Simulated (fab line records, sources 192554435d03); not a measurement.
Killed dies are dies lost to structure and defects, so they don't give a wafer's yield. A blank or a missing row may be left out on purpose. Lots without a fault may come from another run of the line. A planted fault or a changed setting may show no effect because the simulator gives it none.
Chamber matching | flow n5_finfet | N5_BEOL_M0_SAQP_ILD_DEP_01 on pecvd-03: 3 sister chambers
The step deposits SiOC from DEMS/O2, target thk 45.419 nm, time 8.7 s. 3 wafers are shown with their chamber, then 8 later ones without.

WAFERS WITH THEIR CHAMBER
wafer  | chamber | heater_power_w (W)
L092.2 | 1       | 502
L092.6 | 0       | 567
L093.2 | 2       | 632

WAFERS WITHOUT THEIR CHAMBER
wafer  | heater_power_w (W)
L093.5 | 590
L093.6 | 496
L094.1 | 624
L094.4 | 532
L094.6 | 460
L095.1 | 548
L095.3 | 617
L095.4 | 466

WHICH CHAMBER EACH WENT THROUGH
wafer  | from the rows above     | in truth
L093.5 | can't be placed: 0 or 2 | 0
L093.6 | 1                       | 1
L094.1 | can't be placed: 2 or 0 | 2
L094.4 | can't be placed: 1 or 0 | 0
L094.6 | 1                       | 1
L095.1 | can't be placed: 0 or 1 | 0
L095.3 | can't be placed: 2 or 0 | 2
L095.4 | 1                       | 1
Placed correctly: 3 of 8. Can't be placed from these rows: 5 (the true chamber is among the candidates in 5). Placed wrongly: 0.
How it was worked out, from the rows above alone: a wafer's distance from a chamber is the root of the sum, over the readings, of the square of ((its reading less the chamber's mean) divided by the reading's scatter). The wafer belongs to the nearest chamber; if the next one is less than 2 further off, it can't be placed. A chamber's mean is the mean of its shown wafers. The scatter: with one shown wafer a chamber, the root of the mean of the squares of how far each hidden wafer lies from its nearest shown one.
